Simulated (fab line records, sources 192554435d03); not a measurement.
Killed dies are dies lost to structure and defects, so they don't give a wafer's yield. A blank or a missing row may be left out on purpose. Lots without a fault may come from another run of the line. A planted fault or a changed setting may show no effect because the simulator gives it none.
Chamber matching | flow n5_finfet | N5_HKMG_FIN_ALD_71 on ald_metal-03: 4 sister chambers
The step deposits TiN, target thk 1 nm, pulse time 1 s, purge time 3 s. 20 wafers are shown with their chamber, then 10 later ones without.

WAFERS WITH THEIR CHAMBER
wafer  | chamber | heater_power_w (W) | precursor_pulse_height_rel
L077.1 | 3       | 840                | 0.994
L077.4 | 2       | 715                | 1.031
L077.5 | 0       | 1077               | 0.992
L083.1 | 0       | 1075               | 1.001
L083.4 | 3       | 820                | 1.002
L083.5 | 2       | 701                | 0.995
L084.1 | 2       | 706                | 0.989
L084.5 | 2       | 719                | 1.038
L084.6 | 3       | 811                | 0.997
L087.1 | 2       | 726                | 0.975
L087.5 | 2       | 725                | 1.015
L087.6 | 3       | 832                | 1.031
L088.2 | 1       | 855                | 1.004
L088.3 | 3       | 826                | 0.986
L088.5 | 1       | 833                | 1.008
L089.1 | 2       | 708                | 1.003
L089.3 | 0       | 1083               | 1.001
L089.4 | 1       | 829                | 0.997
L090.4 | 1       | 849                | 1.021
L090.5 | 3       | 833                | 0.990

SIGNATURES (means of the wafers above)
reading                    | chamber 0 | chamber 1 | chamber 2 | chamber 3 | scatter within a chamber
heater_power_w             | 1078.33   | 841.50    | 714.29    | 827.00    | 9.99
precursor_pulse_height_rel | 0.99800   | 1.00750   | 1.00657   | 1.00000   | 0.0173
Rule: a wafer's distance from a chamber is the root of the sum, over the readings, of the square of ((its reading less the chamber's mean) divided by the reading's scatter). The wafer belongs to the nearest chamber; if the next one is less than 2 further off, it can't be placed. The scatter: the root of (the sum of the squares of (reading less its chamber's mean) over the shown wafers, divided by (wafers less chambers)).

WAFERS WITHOUT THEIR CHAMBER
wafer  | heater_power_w (W) | precursor_pulse_height_rel
L090.6 | 1095               | 1.002
L091.1 | 814                | 0.986
L091.2 | 696                | 1.027
L091.4 | 834                | 0.983
L094.1 | 846                | 0.978
L094.2 | 851                | 1.020
L094.3 | 1068               | 1.024
L097.1 | 1085               | 1.022
L097.3 | 699                | 0.990
L097.5 | 841                | 1.011

WHICH CHAMBER EACH WENT THROUGH
wafer  | from the rows above     | in truth
L090.6 | 0                       | 0
L091.1 | can't be placed: 3 or 1 | 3
L091.2 | 2                       | 2
L091.4 | can't be placed: 3 or 1 | 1
L094.1 | can't be placed: 1 or 3 | 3
L094.2 | can't be placed: 1 or 3 | 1
L094.3 | 0                       | 0
L097.1 | 0                       | 0
L097.3 | 2                       | 2
L097.5 | can't be placed: 1 or 3 | 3
Placed correctly: 5 of 10. Can't be placed from these rows: 5 (the true chamber is among the candidates in 5). Placed wrongly: 0.
